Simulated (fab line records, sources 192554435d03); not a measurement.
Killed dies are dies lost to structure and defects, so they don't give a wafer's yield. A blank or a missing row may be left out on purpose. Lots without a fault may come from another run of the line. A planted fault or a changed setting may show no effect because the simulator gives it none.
Chamber matching | flow n5_finfet | N5_SDB_HM_OPEN_20 on rie_diel-02: 4 sister chambers
The step chemistry CH3F/O2, target SiNx, stops on poly-Si, target depth 24 nm. 4 wafers are shown with their chamber, then 9 later ones without.

WAFERS WITH THEIR CHAMBER
wafer  | chamber | throttle_valve_pct (%)
L075.6 | 3       | 16.29
L080.5 | 1       | 16.72
L082.4 | 0       | 16.06
L082.6 | 2       | 15.85

WAFERS WITHOUT THEIR CHAMBER
wafer  | throttle_valve_pct (%)
L084.2 | 15.86
L084.3 | 16.74
L084.6 | 15.86
L092.2 | 16.10
L092.3 | 15.88
L092.6 | 16.79
L093.2 | 16.81
L093.5 | 16.11
L093.6 | 15.92

WHICH CHAMBER EACH WENT THROUGH
wafer  | from the rows above     | in truth
L084.2 | 2                       | 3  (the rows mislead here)
L084.3 | 1                       | 1
L084.6 | 2                       | 2
L092.2 | 0                       | 0
L092.3 | 2                       | 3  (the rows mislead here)
L092.6 | 1                       | 1
L093.2 | 1                       | 1
L093.5 | 0                       | 0
L093.6 | can't be placed: 2 or 0 | 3
Placed correctly: 6 of 9. Can't be placed from these rows: 1 (the true chamber is among the candidates in 0). Placed wrongly: 2.
How it was worked out, from the rows above alone: a wafer's distance from a chamber is the root of the sum, over the readings, of the square of ((its reading less the chamber's mean) divided by the reading's scatter). The wafer belongs to the nearest chamber; if the next one is less than 2 further off, it can't be placed. A chamber's mean is the mean of its shown wafers. The scatter: with one shown wafer a chamber, the root of the mean of the squares of how far each hidden wafer lies from its nearest shown one.
